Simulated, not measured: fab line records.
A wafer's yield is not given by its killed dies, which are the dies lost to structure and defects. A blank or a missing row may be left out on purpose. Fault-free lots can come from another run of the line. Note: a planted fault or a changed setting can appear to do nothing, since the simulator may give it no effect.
fab line records || flow nandHarc || part 2 of 2: steps 26 to 34 of 34
[record] {"lots": 5, "wafers": 15, "lastDay": 24}
route steps=1159 shown P_GATE@190 P_CONTACT@217
lots that met no fault: taken from a fault-free run of the same line
startH: start of the lot's first displayed wafer, in hours after the record's first day || waitH: hours from the lot's prior step to this one || " identical to the entry in the row above || L1.1+2: a single row standing in for several wafers || - no value, or no start was given || * or withheld: withheld || < > ~ a bound
route shown NAME@n: a module of which the file shows steps, and the number in the route of the first || usual: mean/standard deviation of fault-free wafers || same: alike in all rows || chamber/n: place in a boat || sites: readings site by site || _std_site: the standard deviation of these || _edge_site: mean of outer sites minus mean of inner sites || radiusMm: for every site, how far away it sits from the centre of the wafer || mask NAME#n: copy n || behind: the last tool/chamber to shape the wafer || hold: why the lot went on hold/how many hours it stayed there/how the hold came to an end || device: the transistor (n, p or np) that didn't switch || end of line: tests run on the same wafers once the route is complete || a step given without rows: its recipe and nothing more || killed: at the first sort, the dies lost to defects and structure; wafer yield is something else || map: a wafer's dies, x killed, . not, _ none there
set.NAME: setting as actually run; set.NAME@STEP: the setting as run at that earlier step || model.NAME: the simulator's own value behind a step, which no gauge read
lots seen at some steps along the route; tables by step, rows by wafer
services: when a tool's chamber went out of use (startH, in hours from the record's first day, below 0 if earlier), for how many hours, and the reason
[[steps]]
[step NHARC_P_GATE_RTA_82]
[recipe] {"tempC": 450, "timeS": 30}
[usual] {"lampPowerPct": "3.7/0.59", "wafer_temp_C_max": "451.9/0.52"}
{"lot.wafer": "L076.1", "tool": "rtpAnneal-02", "chamber": 0, "startH": 114.44, "waitH": "-", "lampPowerPct": 3.2, "wafer_temp_C_max": 451.5}
{"lot.wafer": "L076.3", "tool": "rtpAnneal-02", "chamber": 0, "startH": 114.44, "waitH": "-", "lampPowerPct": 3.2, "wafer_temp_C_max": 451.0}
{"lot.wafer": "L076.4", "tool": "rtpAnneal-02", "chamber": 0, "startH": 114.44, "waitH": "-", "lampPowerPct": 3.2, "wafer_temp_C_max": 451.4}
{"lot.wafer": "L080.1", "tool": "rtpAnneal-01", "chamber": 0, "startH": 145.53, "waitH": "-", "lampPowerPct": 4.4, "wafer_temp_C_max": 451.5}
{"lot.wafer": "L080.3", "tool": "rtpAnneal-01", "chamber": 0, "startH": 145.53, "waitH": "-", "lampPowerPct": 4.4, "wafer_temp_C_max": 451.8}
{"lot.wafer": "L080.4", "tool": "rtpAnneal-01", "chamber": 0, "startH": 145.53, "waitH": "-", "lampPowerPct": 4.4, "wafer_temp_C_max": 452.0}
{"lot.wafer": "L086.2", "tool": "rtpAnneal-02", "chamber": 0, "startH": 185.36, "waitH": "-", "lampPowerPct": 3.2, "wafer_temp_C_max": 451.5}
{"lot.wafer": "L086.5", "tool": "rtpAnneal-02", "chamber": 0, "startH": 185.36, "waitH": "-", "lampPowerPct": 3.2, "wafer_temp_C_max": 451.7}
{"lot.wafer": "L086.6", "tool": "rtpAnneal-02", "chamber": 0, "startH": 185.36, "waitH": "-", "lampPowerPct": 3.2, "wafer_temp_C_max": 452.6}
{"lot.wafer": "L091.2", "tool": "rtpAnneal-01", "chamber": 0, "startH": 213.17, "waitH": "-", "lampPowerPct": 4.4, "wafer_temp_C_max": 452.2}
{"lot.wafer": "L091.4", "tool": "rtpAnneal-01", "chamber": 0, "startH": 213.17, "waitH": "-", "lampPowerPct": 4.4, "wafer_temp_C_max": 452.2}
{"lot.wafer": "L091.5", "tool": "rtpAnneal-01", "chamber": 0, "startH": 213.17, "waitH": "-", "lampPowerPct": 4.4, "wafer_temp_C_max": 452.2}
{"lot.wafer": "L095.2", "tool": "rtpAnneal-01", "chamber": 0, "startH": 233.00, "waitH": "-", "lampPowerPct": 4.4, "wafer_temp_C_max": 451.4}
{"lot.wafer": "L095.3", "tool": "rtpAnneal-01", "chamber": 0, "startH": 233.00, "waitH": "-", "lampPowerPct": 4.4, "wafer_temp_C_max": 452.5}
{"lot.wafer": "L095.6", "tool": "rtpAnneal-01", "chamber": 0, "startH": 233.00, "waitH": "-", "lampPowerPct": 4.4, "wafer_temp_C_max": 451.6}
[step NHARC_P_GATE_INSPECT_68]
[usual] {"rawDefectCount": "205/72"}
{"lot.wafer": "L076.1", "tool": "defectInspect-01", "chamber": "-", "startH": 114.64, "waitH": 0.2, "rawDefectCount": 205}
{"lot.wafer": "L076.3", "tool": "defectInspect-01", "chamber": "-", "startH": 114.64, "waitH": 0.2, "rawDefectCount": 269}
{"lot.wafer": "L076.4", "tool": "defectInspect-01", "chamber": "-", "startH": 114.64, "waitH": 0.2, "rawDefectCount": 174}
{"lot.wafer": "L080.1", "tool": "defectInspect-01", "chamber": "-", "startH": 145.72, "waitH": 0.2, "rawDefectCount": 174}
{"lot.wafer": "L080.3", "tool": "defectInspect-01", "chamber": "-", "startH": 145.72, "waitH": 0.2, "rawDefectCount": 184}
{"lot.wafer": "L080.4", "tool": "defectInspect-01", "chamber": "-", "startH": 145.72, "waitH": 0.2, "rawDefectCount": 155}
{"lot.wafer": "L086.2", "tool": "defectInspect-01", "chamber": "-", "startH": 185.53, "waitH": 0.1, "rawDefectCount": 194}
{"lot.wafer": "L086.5", "tool": "defectInspect-01", "chamber": "-", "startH": 185.53, "waitH": 0.1, "rawDefectCount": 202}
{"lot.wafer": "L086.6", "tool": "defectInspect-01", "chamber": "-", "startH": 185.53, "waitH": 0.1, "rawDefectCount": 251}
{"lot.wafer": "L091.2", "tool": "defectInspect-02", "chamber": "-", "startH": 213.34, "waitH": 0.1, "rawDefectCount": 120}
{"lot.wafer": "L091.4", "tool": "defectInspect-02", "chamber": "-", "startH": 213.34, "waitH": 0.1, "rawDefectCount": 113}
{"lot.wafer": "L091.5", "tool": "defectInspect-02", "chamber": "-", "startH": 213.34, "waitH": 0.1, "rawDefectCount": 143}
{"lot.wafer": "L095.2", "tool": "defectInspect-02", "chamber": "-", "startH": 233.20, "waitH": 0.2, "rawDefectCount": 487}
{"lot.wafer": "L095.3", "tool": "defectInspect-02", "chamber": "-", "startH": 233.20, "waitH": 0.2, "rawDefectCount": 185}
{"lot.wafer": "L095.6", "tool": "defectInspect-02", "chamber": "-", "startH": 233.20, "waitH": 0.2, "rawDefectCount": 210}
[step NHARC_P_CONTACT_DEP_30]
[recipe] {"targetThkA": 300, "tempC": 400, "targetThkNm": 30, "flowSccm": 200, "rfW": 450, "material": "SiNx"}
[usual] {"heaterPowerW": "715/120", "susceptorTempC": "400.04/0.2"}
{"lot.wafer": "L076.1", "tool": "pecvd-02", "chamber": 1, "startH": 114.74, "waitH": 0.1, "heaterPowerW": 683, "susceptorTempC": 400.06}
{"lot.wafer": "L076.3", "tool": "pecvd-02", "chamber": 2, "startH": 114.74, "waitH": 0.1, "heaterPowerW": 755, "susceptorTempC": 399.88}
{"lot.wafer": "L076.4", "tool": "pecvd-02", "chamber": 2, "startH": 114.74, "waitH": 0.1, "heaterPowerW": 755, "susceptorTempC": 400.04}
{"lot.wafer": "L080.1", "tool": "pecvd-02", "chamber": 1, "startH": 145.79, "waitH": 0.1, "heaterPowerW": 668, "susceptorTempC": 400.25}
{"lot.wafer": "L080.3", "tool": "pecvd-02", "chamber": 2, "startH": 145.79, "waitH": 0.1, "heaterPowerW": 647, "susceptorTempC": 400.56}
{"lot.wafer": "L080.4", "tool": "pecvd-02", "chamber": 2, "startH": 145.79, "waitH": 0.1, "heaterPowerW": 663, "susceptorTempC": 400.02}
{"lot.wafer": "L086.2", "tool": "pecvd-04", "chamber": 1, "startH": 185.60, "waitH": 0.1, "heaterPowerW": 982, "susceptorTempC": 400.20}
{"lot.wafer": "L086.6", "tool": "pecvd-04", "chamber": 2, "startH": 185.60, "waitH": 0.1, "heaterPowerW": 655, "susceptorTempC": 400.02}
{"lot.wafer": "L086.5", "tool": "pecvd-04", "chamber": 0, "startH": 185.60, "waitH": 0.1, "heaterPowerW": 680, "susceptorTempC": 399.71}
{"lot.wafer": "L091.2", "tool": "pecvd-04", "chamber": 1, "startH": 213.41, "waitH": 0.1, "heaterPowerW": 932, "susceptorTempC": 400.30}
{"lot.wafer": "L091.4", "tool": "pecvd-04", "chamber": 1, "startH": 213.41, "waitH": 0.1, "heaterPowerW": 931, "susceptorTempC": 400.14}
{"lot.wafer": "L091.5", "tool": "pecvd-04", "chamber": 0, "startH": 213.41, "waitH": 0.1, "heaterPowerW": 781, "susceptorTempC": 400.11}
{"lot.wafer": "L095.2", "tool": "pecvd-01", "chamber": 2, "startH": 233.30, "waitH": 0.1, "heaterPowerW": 454, "susceptorTempC": 399.96}
{"lot.wafer": "L095.3", "tool": "pecvd-01", "chamber": 0, "startH": 233.30, "waitH": 0.1, "heaterPowerW": 834, "susceptorTempC": 399.81}
{"lot.wafer": "L095.6", "tool": "pecvd-01", "chamber": 1, "startH": 233.30, "waitH": 0.1, "heaterPowerW": 552, "susceptorTempC": 400.17}
[step NHARC_P_CONTACT_DEP_00]
[recipe] {"targetThkA": 5000, "tempC": 400, "pressureTorr": 6.5, "rfW": 900, "teosFlowSccm": 161.4, "flowSccm": 2650, "targetThkNm": 500, "gas": "O2", "material": "SiO2"}
[usual] {"heaterPowerW": "557/130", "susceptorTempC": "399.96/0.21", "throttleValvePct": "16.0/0.67"}
{"lot.wafer": "L076.1", "tool": "pecvd-02", "chamber": 1, "startH": "-", "waitH": "-", "heaterPowerW": 531, "susceptorTempC": 400.05, "throttleValvePct": 17.0}
{"lot.wafer": "L076.3", "tool": "pecvd-02", "chamber": 2, "startH": "-", "waitH": "-", "heaterPowerW": 569, "susceptorTempC": 399.99, "throttleValvePct": 15.9}
{"lot.wafer": "L076.4", "tool": "pecvd-02", "chamber": 2, "startH": "-", "waitH": "-", "heaterPowerW": 586, "susceptorTempC": 399.86, "throttleValvePct": 15.8}
{"lot.wafer": "L080.1", "tool": "pecvd-02", "chamber": 1, "startH": "-", "waitH": "-", "heaterPowerW": 478, "susceptorTempC": 400.17, "throttleValvePct": 17.3}
{"lot.wafer": "L080.3", "tool": "pecvd-02", "chamber": 2, "startH": "-", "waitH": "-", "heaterPowerW": 558, "susceptorTempC": 399.68, "throttleValvePct": 15.9}
{"lot.wafer": "L080.4", "tool": "pecvd-02", "chamber": 2, "startH": "-", "waitH": "-", "heaterPowerW": 589, "susceptorTempC": 400.21, "throttleValvePct": 16.0}
{"lot.wafer": "L086.2", "tool": "pecvd-04", "chamber": 1, "startH": "-", "waitH": "-", "heaterPowerW": 816, "susceptorTempC": 400.33, "throttleValvePct": 16.0}
{"lot.wafer": "L086.6", "tool": "pecvd-04", "chamber": 2, "startH": "-", "waitH": "-", "heaterPowerW": 529, "susceptorTempC": 400.01, "throttleValvePct": 15.6}
{"lot.wafer": "L086.5", "tool": "pecvd-04", "chamber": 0, "startH": "-", "waitH": "-", "heaterPowerW": 659, "susceptorTempC": 400.52, "throttleValvePct": 15.3}
{"lot.wafer": "L091.2", "tool": "pecvd-04", "chamber": 1, "startH": "-", "waitH": "-", "heaterPowerW": 686, "susceptorTempC": 400.28, "throttleValvePct": 15.3}
{"lot.wafer": "L091.4", "tool": "pecvd-04", "chamber": 1, "startH": "-", "waitH": "-", "heaterPowerW": 749, "susceptorTempC": 400.26, "throttleValvePct": 15.1}
{"lot.wafer": "L091.5", "tool": "pecvd-04", "chamber": 0, "startH": "-", "waitH": "-", "heaterPowerW": 687, "susceptorTempC": 400.06, "throttleValvePct": 14.7}
{"lot.wafer": "L095.2", "tool": "pecvd-01", "chamber": 2, "startH": "-", "waitH": "-", "heaterPowerW": 330, "susceptorTempC": 400.05, "throttleValvePct": 15.9}
{"lot.wafer": "L095.3", "tool": "pecvd-01", "chamber": 0, "startH": "-", "waitH": "-", "heaterPowerW": 704, "susceptorTempC": 399.88, "throttleValvePct": 15.7}
{"lot.wafer": "L095.6", "tool": "pecvd-01", "chamber": 1, "startH": "-", "waitH": "-", "heaterPowerW": 404, "susceptorTempC": 399.90, "throttleValvePct": 15.6}
[step NHARC_P_CONTACT_CMP_01]
[recipe] {"targetThkNm": 200, "material": "SiO2"}
[usual] {"motorCurrentA": "12.1/1.1"}
{"lot.wafer": "L076.3", "tool": "cmp-02", "chamber": 1, "startH": 115.41, "waitH": "-", "motorCurrentA": 13.2}
{"lot.wafer": "L076.1", "tool": "cmp-02", "chamber": 2, "startH": 115.41, "waitH": "-", "motorCurrentA": 11.0}
{"lot.wafer": "L076.4", "tool": "cmp-02", "chamber": 0, "startH": 115.41, "waitH": "-", "motorCurrentA": 12.4}
{"lot.wafer": "L080.1", "tool": "cmp-03", "chamber": 0, "startH": 146.50, "waitH": "-", "motorCurrentA": 11.4}
{"lot.wafer": "L080.3", "tool": "cmp-03", "chamber": 1, "startH": 146.50, "waitH": "-", "motorCurrentA": 12.4}
{"lot.wafer": "L080.4", "tool": "cmp-03", "chamber": 2, "startH": 146.50, "waitH": "-", "motorCurrentA": 12.6}
{"lot.wafer": "L086.2", "tool": "cmp-03", "chamber": 1, "startH": 186.33, "waitH": "-", "motorCurrentA": 12.7}
{"lot.wafer": "L086.6", "tool": "cmp-03", "chamber": 0, "startH": 186.33, "waitH": "-", "motorCurrentA": 11.5}
{"lot.wafer": "L086.5", "tool": "cmp-03", "chamber": 1, "startH": 186.33, "waitH": "-", "motorCurrentA": 12.6}
{"lot.wafer": "L091.4", "tool": "cmp-02", "chamber": 1, "startH": 214.15, "waitH": "-", "motorCurrentA": 12.5}
{"lot.wafer": "L091.2", "tool": "cmp-02", "chamber": 3, "startH": 214.15, "waitH": "-", "motorCurrentA": 11.5}
{"lot.wafer": "L091.5", "tool": "cmp-02", "chamber": 1, "startH": 214.15, "waitH": "-", "motorCurrentA": 13.5}
{"lot.wafer": "L095.3", "tool": "cmp-02", "chamber": 2, "startH": 234.00, "waitH": "-", "motorCurrentA": 11.0}
{"lot.wafer": "L095.2", "tool": "cmp-02", "chamber": 1, "startH": 234.00, "waitH": "-", "motorCurrentA": 12.7}
{"lot.wafer": "L095.6", "tool": "cmp-02", "chamber": 3, "startH": 234.00, "waitH": "-", "motorCurrentA": 11.6}
[step NHARC_P_CONTACT_SRD_03]
{"lot.wafer": "L076.3+4+1", "tool": "wetBench-04", "chamber": "3,4,5", "startH": 115.72, "waitH": 0.1}
{"lot.wafer": "L080.1+4+3", "tool": "wetBench-04", "chamber": "4,6,0", "startH": 146.80, "waitH": 0.0}
{"lot.wafer": "L086.2+5+6", "tool": "wetBench-04", "chamber": "5,7,0", "startH": 186.61, "waitH": 0.0}
{"lot.wafer": "L091.2+5+4", "tool": "wetBench-09", "chamber": "7,1,2", "startH": 214.43, "waitH": 0.0}
{"lot.wafer": "L095.3+2+6", "tool": "wetBench-09", "chamber": "2,4,5", "startH": 234.30, "waitH": 0.0}
[step NHARC_P_CONTACT_DEHYDRATE_04]
[recipe] {"tempC": 150, "timeS": 120}
[usual] {"plateTempC": "150.02/0.14", "resistLineTempC": "23.01/0.093"}
{"lot.wafer": "L076.1", "tool": "lithoTrack-01", "chamber": 0, "startH": 115.80, "waitH": 0.1, "plateTempC": 150.15, "resistLineTempC": 23.02}
{"lot.wafer": "L076.3", "tool": "lithoTrack-01", "chamber": 0, "startH": 115.80, "waitH": 0.1, "plateTempC": 149.80, "resistLineTempC": 22.85}
{"lot.wafer": "L076.4", "tool": "lithoTrack-01", "chamber": 0, "startH": 115.80, "waitH": 0.1, "plateTempC": 150.02, "resistLineTempC": 23.06}
{"lot.wafer": "L080.1", "tool": "lithoTrack-06", "chamber": 0, "startH": 146.88, "waitH": 0.1, "plateTempC": 150.08, "resistLineTempC": 23.00}
{"lot.wafer": "L080.3", "tool": "lithoTrack-06", "chamber": 0, "startH": 146.88, "waitH": 0.1, "plateTempC": 149.97, "resistLineTempC": 23.01}
{"lot.wafer": "L080.4", "tool": "lithoTrack-06", "chamber": 0, "startH": 146.88, "waitH": 0.1, "plateTempC": 150.21, "resistLineTempC": 23.06}
{"lot.wafer": "L086.2", "tool": "lithoTrack-04", "chamber": 0, "startH": 186.69, "waitH": 0.1, "plateTempC": 149.89, "resistLineTempC": 23.11}
{"lot.wafer": "L086.5", "tool": "lithoTrack-04", "chamber": 0, "startH": 186.69, "waitH": 0.1, "plateTempC": 149.87, "resistLineTempC": 23.17}
{"lot.wafer": "L086.6", "tool": "lithoTrack-04", "chamber": 0, "startH": 186.69, "waitH": 0.1, "plateTempC": 149.69, "resistLineTempC": 23.17}
{"lot.wafer": "L091.2", "tool": "lithoTrack-04", "chamber": 0, "startH": 214.51, "waitH": 0.1, "plateTempC": 150.15, "resistLineTempC": 23.10}
{"lot.wafer": "L091.4", "tool": "lithoTrack-04", "chamber": 0, "startH": 214.51, "waitH": 0.1, "plateTempC": 149.97, "resistLineTempC": 23.07}
{"lot.wafer": "L091.5", "tool": "lithoTrack-04", "chamber": 0, "startH": 214.51, "waitH": 0.1, "plateTempC": 150.12, "resistLineTempC": 23.11}
{"lot.wafer": "L095.2", "tool": "lithoTrack-06", "chamber": 0, "startH": 234.38, "waitH": 0.1, "plateTempC": 149.81, "resistLineTempC": 22.88}
{"lot.wafer": "L095.3", "tool": "lithoTrack-06", "chamber": 0, "startH": 234.38, "waitH": 0.1, "plateTempC": 150.01, "resistLineTempC": 22.96}
{"lot.wafer": "L095.6", "tool": "lithoTrack-06", "chamber": 0, "startH": 234.38, "waitH": 0.1, "plateTempC": 150.16, "resistLineTempC": 22.81}
[step NHARC_P_CONTACT_HMDS_05]
[recipe] {"timeS": 30}
[usual] {"resistLineTempC": "22.98/0.093"}
{"lot.wafer": "L076.1", "tool": "lithoTrack-01", "chamber": 0, "startH": "-", "waitH": "-", "resistLineTempC": 22.98}
{"lot.wafer": "L076.3", "tool": "lithoTrack-01", "chamber": 0, "startH": "-", "waitH": "-", "resistLineTempC": 23.00}
{"lot.wafer": "L076.4", "tool": "lithoTrack-01", "chamber": 0, "startH": "-", "waitH": "-", "resistLineTempC": 23.10}
{"lot.wafer": "L080.1", "tool": "lithoTrack-06", "chamber": 0, "startH": "-", "waitH": "-", "resistLineTempC": 22.96}
{"lot.wafer": "L080.3", "tool": "lithoTrack-06", "chamber": 0, "startH": "-", "waitH": "-", "resistLineTempC": 23.01}
{"lot.wafer": "L080.4", "tool": "lithoTrack-06", "chamber": 0, "startH": "-", "waitH": "-", "resistLineTempC": 22.91}
{"lot.wafer": "L086.2", "tool": "lithoTrack-04", "chamber": 0, "startH": "-", "waitH": "-", "resistLineTempC": 22.95}
{"lot.wafer": "L086.5", "tool": "lithoTrack-04", "chamber": 0, "startH": "-", "waitH": "-", "resistLineTempC": 23.14}
{"lot.wafer": "L086.6", "tool": "lithoTrack-04", "chamber": 0, "startH": "-", "waitH": "-", "resistLineTempC": 22.74}
{"lot.wafer": "L091.2", "tool": "lithoTrack-04", "chamber": 0, "startH": "-", "waitH": "-", "resistLineTempC": 22.99}
{"lot.wafer": "L091.4", "tool": "lithoTrack-04", "chamber": 0, "startH": "-", "waitH": "-", "resistLineTempC": 22.89}
{"lot.wafer": "L091.5", "tool": "lithoTrack-04", "chamber": 0, "startH": "-", "waitH": "-", "resistLineTempC": 22.95}
{"lot.wafer": "L095.2", "tool": "lithoTrack-06", "chamber": 0, "startH": "-", "waitH": "-", "resistLineTempC": 22.98}
{"lot.wafer": "L095.3", "tool": "lithoTrack-06", "chamber": 0, "startH": "-", "waitH": "-", "resistLineTempC": 22.87}
{"lot.wafer": "L095.6", "tool": "lithoTrack-06", "chamber": 0, "startH": "-", "waitH": "-", "resistLineTempC": 23.08}
[step NHARC_P_CONTACT_COAT_33]
[recipe] {"tempC": 260, "timeS": 75}
[usual] {"plateTempC": "260.00/0.17", "resistLineTempC": "23.01/0.11"}
{"lot.wafer": "L076.1", "tool": "lithoTrack-01", "chamber": 0, "startH": "-", "waitH": "-", "plateTempC": 259.93, "resistLineTempC": 22.76}
{"lot.wafer": "L076.3", "tool": "lithoTrack-01", "chamber": 0, "startH": "-", "waitH": "-", "plateTempC": 259.97, "resistLineTempC": 22.79}
{"lot.wafer": "L076.4", "tool": "lithoTrack-01", "chamber": 0, "startH": "-", "waitH": "-", "plateTempC": 260.08, "resistLineTempC": 22.98}
{"lot.wafer": "L080.1", "tool": "lithoTrack-06", "chamber": 0, "startH": "-", "waitH": "-", "plateTempC": 259.74, "resistLineTempC": 23.03}
{"lot.wafer": "L080.3", "tool": "lithoTrack-06", "chamber": 0, "startH": "-", "waitH": "-", "plateTempC": 259.73, "resistLineTempC": 23.03}
{"lot.wafer": "L080.4", "tool": "lithoTrack-06", "chamber": 0, "startH": "-", "waitH": "-", "plateTempC": 259.98, "resistLineTempC": 23.10}
{"lot.wafer": "L086.2", "tool": "lithoTrack-04", "chamber": 0, "startH": "-", "waitH": "-", "plateTempC": 259.76, "resistLineTempC": 23.03}
{"lot.wafer": "L086.5", "tool": "lithoTrack-04", "chamber": 0, "startH": "-", "waitH": "-", "plateTempC": 259.73, "resistLineTempC": 22.99}
{"lot.wafer": "L086.6", "tool": "lithoTrack-04", "chamber": 0, "startH": "-", "waitH": "-", "plateTempC": 259.79, "resistLineTempC": 23.04}
{"lot.wafer": "L091.2", "tool": "lithoTrack-04", "chamber": 0, "startH": "-", "waitH": "-", "plateTempC": 259.89, "resistLineTempC": 22.80}
{"lot.wafer": "L091.4", "tool": "lithoTrack-04", "chamber": 0, "startH": "-", "waitH": "-", "plateTempC": 260.05, "resistLineTempC": 22.86}
{"lot.wafer": "L091.5", "tool": "lithoTrack-04", "chamber": 0, "startH": "-", "waitH": "-", "plateTempC": 260.01, "resistLineTempC": 22.84}
{"lot.wafer": "L095.2", "tool": "lithoTrack-06", "chamber": 0, "startH": "-", "waitH": "-", "plateTempC": 259.82, "resistLineTempC": 23.05}
{"lot.wafer": "L095.3", "tool": "lithoTrack-06", "chamber": 0, "startH": "-", "waitH": "-", "plateTempC": 259.94, "resistLineTempC": 22.91}
{"lot.wafer": "L095.6", "tool": "lithoTrack-06", "chamber": 0, "startH": "-", "waitH": "-", "plateTempC": 260.16, "resistLineTempC": 23.07}
[[services]]
{"tool": "lithoTrack-01", "chamber": "-", "startH": 93.00, "hours": 7.0, "kind": "pm"}
{"tool": "plasmaAsher-01", "chamber": "-", "startH": 99.00, "hours": 9.0, "kind": "pm"}
{"tool": "lithoTrack-06", "chamber": "-", "startH": 117.00, "hours": 7.0, "kind": "pm"}
{"tool": "pvdSputter-01", "chamber": "-", "startH": 121.60, "hours": 3.0, "kind": "repair"}
{"tool": "krfScanner-03", "chamber": "-", "startH": 125.85, "hours": 0.8, "kind": "repair"}
{"tool": "cmp-02", "chamber": "-", "startH": 128.61, "hours": 4.0, "kind": "pm"}
{"tool": "wetBench-06", "chamber": "-", "startH": 129.62, "hours": 8.0, "kind": "pm"}
{"tool": "lithoTrack-04", "chamber": "-", "startH": 141.00, "hours": 7.0, "kind": "pm"}
{"tool": "pvdSputter-01", "chamber": "-", "startH": 149.57, "hours": 1.4, "kind": "repair"}
{"tool": "pvdSputter-02", "chamber": "-", "startH": 152.70, "hours": 2.4, "kind": "repair"}
{"tool": "pecvd-02", "chamber": "-", "startH": 153.00, "hours": 13.0, "kind": "pm"}
{"tool": "pvdSputter-01", "chamber": "-", "startH": 158.00, "hours": 10.0, "kind": "pm"}
{"tool": "wetBench-04", "chamber": "-", "startH": 163.20, "hours": 8.0, "kind": "pm"}
{"tool": "krfScanner-03", "chamber": "-", "startH": 168.00, "hours": 4.0, "kind": "pm"}
{"tool": "pvdSputter-01", "chamber": "-", "startH": 173.37, "hours": 2.2, "kind": "repair"}
{"tool": "wetBench-02", "chamber": "-", "startH": 180.00, "hours": 8.0, "kind": "pm"}
{"tool": "plasmaAsher-02", "chamber": "-", "startH": 183.00, "hours": 9.0, "kind": "pm"}
{"tool": "cmp-02", "chamber": "-", "startH": 185.38, "hours": 1.0, "kind": "repair"}
{"tool": "plasmaAsher-01", "chamber": "-", "startH": 194.09, "hours": 2.6, "kind": "repair"}
{"tool": "pecvd-04", "chamber": "-", "startH": 196.30, "hours": 13.0, "kind": "pm"}
{"tool": "wetBench-05", "chamber": "-", "startH": 196.80, "hours": 8.0, "kind": "pm"}
{"tool": "cmp-02", "chamber": "-", "startH": 208.15, "hours": 2.0, "kind": "repair"}
{"tool": "lithoTrack-03", "chamber": "-", "startH": 213.00, "hours": 7.0, "kind": "pm"}
{"tool": "pvdSputter-02", "chamber": "-", "startH": 214.00, "hours": 10.0, "kind": "pm"}
